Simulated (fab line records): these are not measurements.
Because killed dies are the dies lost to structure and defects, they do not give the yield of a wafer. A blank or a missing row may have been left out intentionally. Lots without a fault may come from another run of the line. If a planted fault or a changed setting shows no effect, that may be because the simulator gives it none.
Matching of chambers | flow nand_harc | 3 sister chambers for NHARC_A_DECK1_JOINT_DEP_16 on pecvd-04
The step deposits SiO2, target thk 45 nm. 6 wafers are shown with their chamber, then 8 later ones without.

WAFERS, EACH WITH ITS CHAMBER
wafer  | chamber | heater_power_w (W) | throttle_valve_pct (%)
L173.2 | 2       | 504                | 15.6
L173.4 | 1       | 726                | 16.0
L176.1 | 1       | 611                | 16.1
L176.2 | 0       | 540                | 15.5
L176.5 | 0       | 532                | 15.3
L184.1 | 2       | 564                | 15.1

WAFERS MISSING THEIR CHAMBER
wafer  | heater_power_w (W) | throttle_valve_pct (%)
L184.3 | 485                | 15.9
L184.6 | 431                | 15.1
L186.1 | 673                | 15.4
L186.4 | 524                | 15.1
L186.6 | 481                | 15.5
L187.3 | 666                | 15.5
L187.4 | 690                | 15.5
L187.6 | 437                | 15.0

CHAMBER TAKEN BY EACH
wafer  | from the rows above          | in truth
L184.3 | can't be placed: 0 or 2 or 1 | 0
L184.6 | can't be placed: 2 or 0      | 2
L186.1 | can't be placed: 0 or 2 or 1 | 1
L186.4 | can't be placed: 2 or 0      | 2
L186.6 | can't be placed: 0 or 2      | 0
L187.3 | can't be placed: 1 or 0 or 2 | 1
L187.4 | can't be placed: 1 or 0 or 2 | 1
L187.6 | can't be placed: 2 or 0      | 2
Correctly placed: 0 of 8. Cannot be placed on the basis of these rows: 8; the candidates contain the true chamber in 8. Placed wrongly: 0.
How it was worked out, from the rows above alone: a wafer's distance from a chamber is the root of the sum, over the readings, of the square of ((its reading less the chamber's mean) divided by the reading's scatter). If the next closest chamber is less than 2 further off than the closest, the wafer can't be placed; otherwise it belongs to the closest. The mean given for a chamber averages the wafers shown for that chamber. The scatter: take each reading less its chamber's mean, square it, sum over the shown wafers, divide by the number of wafers less the number of chambers, and take the root.
